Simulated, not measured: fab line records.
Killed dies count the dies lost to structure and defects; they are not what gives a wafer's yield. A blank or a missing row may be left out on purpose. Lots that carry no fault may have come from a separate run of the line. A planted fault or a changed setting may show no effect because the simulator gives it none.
Chamber matching :: flow n5 finfet :: N5_BEOL_M4_ILD_DEP_00 on pecvd-03: 3 sister chambers
The step deposits SiOC from DEMS/O2, target thk 79 nm, time 15.3 s. 3 wafers are shown with their chamber, then 12 later ones without.

== WAFERS WITH THEIR CHAMBER ==
wafer: L085.2
chamber: 2
showerhead vpp V (V): 1348

wafer: L084.4
chamber: 1
showerhead vpp V (V): 1459

wafer: L084.6
chamber: 0
showerhead vpp V (V): 1550

== WAFERS WITH NO CHAMBER GIVEN ==
wafer: L087.3
showerhead vpp V (V): 1440

wafer: L087.4
showerhead vpp V (V): 1350

wafer: L087.5
showerhead vpp V (V): 1438

wafer: L086.3
showerhead vpp V (V): 1455

wafer: L086.4
showerhead vpp V (V): 1457

wafer: L086.5
showerhead vpp V (V): 1371

wafer: L088.2
showerhead vpp V (V): 1339

wafer: L088.4
showerhead vpp V (V): 1445

wafer: L088.5
showerhead vpp V (V): 1343

wafer: L091.1
showerhead vpp V (V): 1535

wafer: L091.2
showerhead vpp V (V): 1441

wafer: L091.3
showerhead vpp V (V): 1355

== CHAMBER TAKEN BY EACH ==
wafer: L087.3
from the rows above: 1
in truth: 1

wafer: L087.4
from the rows above: 2
in truth: 2

wafer: L087.5
from the rows above: 1
in truth: 1

wafer: L086.3
from the rows above: 1
in truth: 1

wafer: L086.4
from the rows above: 1
in truth: 1

wafer: L086.5
from the rows above: 2
in truth: 2

wafer: L088.2
from the rows above: 2
in truth: 2

wafer: L088.4
from the rows above: 1
in truth: 1

wafer: L088.5
from the rows above: 2
in truth: 2

wafer: L091.1
from the rows above: 0
in truth: 0

wafer: L091.2
from the rows above: 1
in truth: 1

wafer: L091.3
from the rows above: 2
in truth: 2
Placed correctly: 12 of 12. Left unplaced by these rows: 0. 0 placed wrongly.
How it was worked out, from the rows above alone: a wafer's distance from a chamber is the root of the sum, over the readings, of the square of ((its reading less the chamber's mean) divided by the reading's scatter). The wafer belongs to the nearest chamber; if the next one is less than 2 further off, it can't be placed. For every chamber, the mean is computed from those of its wafers that are shown. The scatter: with one shown wafer a chamber, the root of the mean of the squares of how far each hidden wafer lies from its nearest shown one.
